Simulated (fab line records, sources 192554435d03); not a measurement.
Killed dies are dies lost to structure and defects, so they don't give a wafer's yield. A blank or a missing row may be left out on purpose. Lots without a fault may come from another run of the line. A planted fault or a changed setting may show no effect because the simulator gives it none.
Chamber matching | flow n5_finfet | N5_BEOL_M8_ETCH_72 on rie_diel-03: 4 sister chambers
The step etches underlayer in N2/H2, target depth 6.5 nm, time 5.2 s. 4 wafers are shown with their chamber, then 9 later ones without.

WAFERS WITH THEIR CHAMBER
wafer  | chamber | drypump_motor_current_A (A)
L087.6 | 3       | 5.5
L086.1 | 0       | 5.4
L086.2 | 1       | 6.6
L086.4 | 2       | 6.0

WAFERS WITHOUT THEIR CHAMBER
wafer  | drypump_motor_current_A (A)
L090.3 | 6.6
L090.5 | 6.6
L090.6 | 5.9
L092.2 | 6.0
L092.4 | 6.6
L092.6 | 5.3
L093.1 | 6.0
L093.4 | 5.5
L093.6 | 6.6

WHICH CHAMBER EACH WENT THROUGH
wafer  | from the rows above | in truth
L090.3 | 1                   | 1
L090.5 | 1                   | 1
L090.6 | 2                   | 2
L092.2 | 2                   | 2
L092.4 | 1                   | 1
L092.6 | 0                   | 0
L093.1 | 2                   | 2
L093.4 | 3                   | 3
L093.6 | 1                   | 1
Placed correctly: 9 of 9. Can't be placed from these rows: 0. Placed wrongly: 0.
How it was worked out, from the rows above alone: a wafer's distance from a chamber is the root of the sum, over the readings, of the square of ((its reading less the chamber's mean) divided by the reading's scatter). The wafer belongs to the nearest chamber; if the next one is less than 2 further off, it can't be placed. A chamber's mean is the mean of its shown wafers. The scatter: with one shown wafer a chamber, the root of the mean of the squares of how far each hidden wafer lies from its nearest shown one.
